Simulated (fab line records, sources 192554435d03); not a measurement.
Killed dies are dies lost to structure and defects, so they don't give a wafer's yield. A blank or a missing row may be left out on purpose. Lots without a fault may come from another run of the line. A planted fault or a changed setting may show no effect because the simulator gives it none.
Split-lot experiment | flow n5_finfet | 7 lots, 39 wafers read, on a route of 1938 steps

THE SPLIT
At N5_PASSIVATION_PASS_ETCH_47 (etches SiNx in CF4/O2, target depth 770 nm, time 385 s), the setting time_s was moved away from the recipe's 385 s on 18 of the 39 wafers read, by -57.1% to +37.9%. The other wafers ran this setting at the recipe's value.

The reading is taken at the split's own step.

THE READING
etch.depth_nm (the simulator's own value, which no gauge read), in nm, at N5_PASSIVATION_PASS_ETCH_47 (etches SiNx in CF4/O2, target depth 770 nm, time 385 s). The file gives no usual value for it. The 21 wafers here that ran the recipe average 772.2 nm, standard deviation 11 nm.

wafer  | tool, chamber at the split | time_s as run, s | against the recipe | etch.depth_nm, nm | against lot-mates on the recipe
L075.1 | rie_diel-02, 2             | 165.5            | -57.0%             | 335.1             | -431.6
L075.2 | rie_diel-02, 0             | 385              | recipe             | 784.2             | -
L075.3 | rie_diel-02, 1             | 385              | recipe             | 762.5             | -
L075.4 | rie_diel-02, 3             | 385              | recipe             | 753.4             | -
L075.5 | rie_diel-02, 2             | 165.5            | -57.0%             | 339.1             | -427.6
L075.6 | rie_diel-02, 1             | 165.5            | -57.0%             | 330.7             | -436.0
L076.1 | rie_diel-05, 3             | 385              | recipe             | 789.1             | -
L076.2 | rie_diel-05, 2,0           | 531.1            | +37.9%             | 1068              | +290.7
L076.3 | rie_diel-05, 2,0           | 531.1            | +37.9%             | 1068              | +290.7
L076.4 | rie_diel-05, 1             | 385              | recipe             | 766               | -
L076.5 | rie_diel-05, 1             | 531.1            | +37.9%             | 1056              | +278.7
L076.6 | rie_diel-05, 0             | 385              | recipe             | 776.7             | -
L077.1 | rie_diel-04, 3             | 296.8            | -22.9%             | 596.2             | -188.3
L077.2 | rie_diel-04, 2             | 296.8            | -22.9%             | 590.3             | -194.2
L077.3 | rie_diel-04, 1             | 385              | recipe             | 783.3             | -
L077.4 | rie_diel-04, 0             | 385              | recipe             | 781.9             | -
L077.5 | rie_diel-04, 1             | 385              | recipe             | 788.2             | -
L077.6 | rie_diel-04, 0             | 296.8            | -22.9%             | 604.3             | -180.2
L078.1 | rie_diel-02, 0             | 311.9            | -19.0%             | 634.8             | -139.6
L078.2 | rie_diel-02, 1             | 311.9            | -19.0%             | 615.8             | -158.6
L078.3 | rie_diel-02, 2             | 385              | recipe             | 780.1             | -
L078.4 | rie_diel-02, 1             | 385              | recipe             | 759               | -
L078.5 | rie_diel-02, 2             | 311.9            | -19.0%             | 637.5             | -136.9
L078.6 | rie_diel-02, 0             | 385              | recipe             | 784               | -
L080.1 | rie_diel-02, 2             | 385              | recipe             | 783.6             | -
L080.2 | rie_diel-02, 0             | 165              | -57.1%             | 333.7             | -432.6
L080.3 | rie_diel-02, 1             | 385              | recipe             | 760.5             | -
L080.4 | rie_diel-02, 3             | 385              | recipe             | 754.8             | -
L080.5 | rie_diel-02, 3             | 165              | -57.1%             | 324.8             | -441.5
L080.6 | rie_diel-02, 2             | 165              | -57.1%             | 338               | -428.3
L088.2 | rie_diel-05, 2             | 385              | recipe             | 772.5             | -
L088.3 | rie_diel-05, 1             | 385              | recipe             | 760.8             | -
L088.5 | rie_diel-05, 2             | 385              | recipe             | 774.4             | -
L089.1 | rie_diel-05, 2             | 385              | recipe             | 766.4             | -
L089.2 | rie_diel-05, 3             | 385              | recipe             | 777.3             | -
L089.3 | rie_diel-05, 0             | 198.8            | -48.4%             | 394.7             | -372.4
L089.4 | rie_diel-05, 1             | 385              | recipe             | 757.7             | -
L089.5 | rie_diel-05, 1             | 198.8            | -48.4%             | 390.8             | -376.3
L089.6 | rie_diel-05, 0             | 198.8            | -48.4%             | 391.4             | -375.7
Where a row lists several chambers, the file gives one row for several wafers and doesn't say which wafer went through which chamber.

THE FIT
A straight line over all 39 wafers: etch.depth_nm changes by +7.72 nm for each +1% of time_s; r = +1.00; the points scatter about the line by 9.8 nm.
The same after taking each lot's own level away (the mean of its wafers on the recipe; 39 wafers): +7.63 nm for each +1%; r = +1.00; scatter 9.2 nm.
On that fit, the largest move of time_s shifts the reading by 4.4e+02 nm.
The lots' own levels span 766.30 to 784.47 nm, that is 1.6 times the standard deviation above.
So the lot-to-lot level changes the slope little: the two slopes agree.
Check: with one of the wafers moved furthest among these (-57.1%) left out of the fit, the line predicts -438 nm for it against its lot-mates. It came out at -433 nm against them.

OTHER SPLITS ON THESE WAFERS
These wafers also went through other splits before the reading. Each is held against what the fit with the lots' levels taken away leaves over:
other split on the same wafers            | wafers away from the commonest value | r with etch.depth_nm (lot level and that fit taken away)
N5_BEOL_M11_TRENCH_ETCH_37 target_depth_a | 18                                   | +0.01
N5_BEOL_M13_DEP_53 target_thk_a           | 9                                    | +0.04

THE FILE'S OWN FIT
etch.depth_nm changes by +7.65 nm for each +1% of time_s, r = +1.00.
